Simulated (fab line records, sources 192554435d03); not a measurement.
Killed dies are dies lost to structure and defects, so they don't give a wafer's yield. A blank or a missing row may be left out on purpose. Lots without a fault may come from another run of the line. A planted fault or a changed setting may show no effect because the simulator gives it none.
Which tool did it? | flow n5_finfet | 12 lots, 30 wafers sampled, at 5 steps of a route of 1938

WHAT THE GAUGES READ, wafer by wafer
The record holds no reading of a measuring or inspecting step that can be judged against a usual standard deviation.

WHICH TOOL RAN EACH LOT (tool, then ch and the chambers of the sampled wafers, then the start)
lot  | N5_MOL_CONTACT_COAG_ETCH_110       | N5_MOL_CONTACT_COAG_PRECLEAN_111    | N5_MOL_CONTACT_COAG_CO_FILL_22   | N5_MOL_CONTACT_COAG_ANNEAL_113   | N5_PASSIVATION_PROBE_49
L295 | rie_diel-02 ch 1,2,3, day 4 15:56  | remote_plasma-02 ch 1, day 4 16:20  | cvd_co-02 ch 0,1,2, day 4 20:47  | rtp_anneal-01 ch 0, day 4 21:24  | -
L296 | rie_diel-02 ch 1,2,3, day 5 02:29  | remote_plasma-01 ch 1, day 5 03:43  | cvd_co-01 ch 0,2, day 5 05:25    | rtp_anneal-01 ch 0, day 5 06:06  | -
L297 | rie_diel-05 ch 0,2, day 5 04:19    | remote_plasma-01 ch 0, day 5 04:49  | cvd_co-02 ch 0,2, day 5 06:27    | rtp_anneal-02 ch 0, day 5 07:22  | -
L298 | rie_diel-05 ch 0,1, day 5 14:09    | remote_plasma-02 ch 0, day 5 14:44  | cvd_co-02 ch 1,2, day 5 16:14    | rtp_anneal-02 ch 0, day 5 17:10  | -
L299 | rie_diel-02 ch 0,1,2, day 5 20:58  | remote_plasma-01 ch 0, day 5 21:22  | cvd_co-02 ch 0,1,2, day 6 00:19  | rtp_anneal-02 ch 0, day 6 01:08  | -
L300 | rie_diel-01 ch 0,1,3, day 5 22:47  | remote_plasma-01 ch 1, day 5 23:11  | cvd_co-01 ch 0,2, day 6 00:23    | rtp_anneal-01 ch 0, day 6 01:23  | -
L301 | rie_diel-02 ch 2,3, day 6 11:59    | remote_plasma-02 ch 1, day 6 13:28  | cvd_co-02 ch 0,1, day 6 15:49    | rtp_anneal-01 ch 0, day 6 16:35  | -
L302 | rie_diel-01 ch 0,1, day 6 12:05    | remote_plasma-01 ch 0, day 6 13:19  | cvd_co-01 ch 0,2, day 6 15:40    | rtp_anneal-02 ch 0, day 6 16:51  | -
L304 | rie_diel-05 ch 0,2, day 6 23:29    | remote_plasma-02 ch 1, day 6 23:57  | cvd_co-02 ch 1, day 7 01:45      | rtp_anneal-02 ch 0, day 7 02:42  | -
L307 | rie_diel-05 ch 3, day 7 18:38      | remote_plasma-01 ch 0, day 7 19:04  | cvd_co-02 ch 0,1, day 7 21:13    | rtp_anneal-01 ch 0, day 7 22:08  | prober-01, day 15 17:23
L311 | rie_diel-05 ch 0,1, day 8 20:18    | remote_plasma-01 ch 1, day 8 20:41  | cvd_co-01 ch 0,1, day 8 22:13    | rtp_anneal-02 ch 0, day 8 23:05  | -
L317 | rie_diel-01 ch 0,1,3, day 10 14:19 | remote_plasma-02 ch 0, day 10 14:41 | cvd_co-02 ch 0,1,2, day 10 16:38 | rtp_anneal-02 ch 0, day 10 17:14 | -
- N5_MOL_CONTACT_COAG_ETCH_110: etches Si in CF4/O2, target depth 2.5 nm, time 8 s.
- N5_MOL_CONTACT_COAG_PRECLEAN_111: cleans in NF3:NH3, afs cycles 1, time 20 s, sublimation time 60 s.
- N5_MOL_CONTACT_COAG_CO_FILL_22: material Co, precursor CCTBA/H2, target thk 20 nm.
- N5_MOL_CONTACT_COAG_ANNEAL_113: time 300 s.
- N5_PASSIVATION_PROBE_49

WHAT THE TOOLS THEMSELVES READ (means of the sampled wafers that have a number; where no wafer has one, the mark that the record gives instead)
N5_MOL_CONTACT_COAG_ETCH_110. Usual: drypump_motor_current_A 5.4 A, standard deviation 0.43; oes_product_au 0.81 a.u., standard deviation 0.066; rf_vpp_V 129.3 V, standard deviation 2.8; showerhead_plenum_p_Torr 2.26 Torr, standard deviation 0.07; throttle_valve_pct 10.68 %, standard deviation 0.2.
lot  | tool        | drypump_motor_current_A (A) | oes_product_au (a.u.) | rf_vpp_V (V) | showerhead_plenum_p_Torr (Torr) | throttle_valve_pct (%) | flag
L295 | rie_diel-02 | 5.5                         | 0.84                  | 127.0        | 2.32                            | 10.62                  |
L296 | rie_diel-02 | 5.5                         | 0.83                  | 127.0        | 2.32                            | 10.64                  |
L297 | rie_diel-05 | 5.3                         | 0.87                  | 126.7        | 2.21                            | 10.65                  |
L298 | rie_diel-05 | 5.5                         | 0.88                  | 129.4        | 2.25                            | 10.47                  |
L299 | rie_diel-02 | 5.4                         | 0.81                  | 128.8        | 2.31                            | 10.59                  |
L300 | rie_diel-01 | 5.8                         | 0.81                  | 129.9        | 2.24                            | 10.89                  |
L301 | rie_diel-02 | 5.8                         | 0.82                  | 125.8        | 2.29                            | 10.68                  |
L302 | rie_diel-01 | 5.8                         | 0.81                  | 131.8        | 2.22                            | 10.86                  |
L304 | rie_diel-05 | 5.3                         | 0.81                  | 126.3        | 2.23                            | 10.75                  |
L307 | rie_diel-05 | 5.1                         | 0.84                  | 131.9        | 2.25                            | 10.72                  |
L311 | rie_diel-05 | 5.5                         | 0.84                  | 128.9        | 2.24                            | 10.57                  |
L317 | rie_diel-01 | 5.8                         | 0.85                  | 130.2        | 2.31                            | 10.75                  |

N5_MOL_CONTACT_COAG_CO_FILL_22. Usual: heater_power_w 226 W, standard deviation 15.
lot  | tool      | heater_power_w (W) | flag
L295 | cvd_co-02 | 224                |
L296 | cvd_co-01 | 233                |
L297 | cvd_co-02 | 212                |
L298 | cvd_co-02 | 221                |
L299 | cvd_co-02 | 228                |
L300 | cvd_co-01 | 229                |
L301 | cvd_co-02 | 242                |
L302 | cvd_co-01 | 231                |
L304 | cvd_co-02 | 246                |
L307 | cvd_co-02 | 240                |
L311 | cvd_co-01 | 214                |
L317 | cvd_co-02 | 223                |

N5_MOL_CONTACT_COAG_ANNEAL_113. Usual: lamp_power_pct 2.57 %, standard deviation 0.16; wafer_temp_C_max 402.4, standard deviation 0.94.
lot  | tool          | lamp_power_pct (%) | wafer_temp_C_max | flag
L295 | rtp_anneal-01 | 2.39               | 401.3            |
L296 | rtp_anneal-01 | 2.39               | 401.6            |
L297 | rtp_anneal-02 | 2.71               | 403.5            |
L298 | rtp_anneal-02 | 2.71               | 402.5            |
L299 | rtp_anneal-02 | 2.71               | 403.2            |
L300 | rtp_anneal-01 | 2.39               | 401.2            |
L301 | rtp_anneal-01 | 2.38               | 401.4            |
L302 | rtp_anneal-02 | 2.71               | 402.6            |
L304 | rtp_anneal-02 | 2.70               | 403.9            |
L307 | rtp_anneal-01 | 2.39               | 401.5            |
L311 | rtp_anneal-02 | 2.71               | 403.4            |
L317 | rtp_anneal-02 | 2.70               | 403.4            |

N5_PASSIVATION_PROBE_49. Usual: killed_at_M0_to_M3 34, standard deviation 10; killed_at_M4_up 13, standard deviation 5.4; killed_at_contacts 13, standard deviation 6; killed_at_front_end 42, standard deviation 13; killed_at_other 4, standard deviation 3.2; killed_dies 107, standard deviation 18; killed_open 69, standard deviation 14; killed_short 35, standard deviation 7.7.
lot  | tool      | killed_at_M0_to_M3 | killed_at_M4_up | killed_at_contacts | killed_at_front_end | killed_at_other | killed_dies | killed_open | killed_short | flag
L307 | prober-01 | 43                 | 14              | 14                 | 44                  | 2               | 118         | 72          | 44           |

THE ANSWER, worked out from the rows above alone
Rule: a lot is off if the mean of its wafers that have a number lies more than 3 standard deviations from the usual mean. A lot without any number at a reading at which 4 lots or more have one is off too. The other lots that the step has rows for count as sound. The gauges are gone through in route order, then the tools' own readings, and for those a lot's mean is taken as printed above. The first step at which some lot is off is used, and at that step the reading that is off furthest; a lot without a number counts as furthest.
No lot is off at any reading shown: from this, nothing can be told.

WHAT THE SIMULATOR HAD PUT IN
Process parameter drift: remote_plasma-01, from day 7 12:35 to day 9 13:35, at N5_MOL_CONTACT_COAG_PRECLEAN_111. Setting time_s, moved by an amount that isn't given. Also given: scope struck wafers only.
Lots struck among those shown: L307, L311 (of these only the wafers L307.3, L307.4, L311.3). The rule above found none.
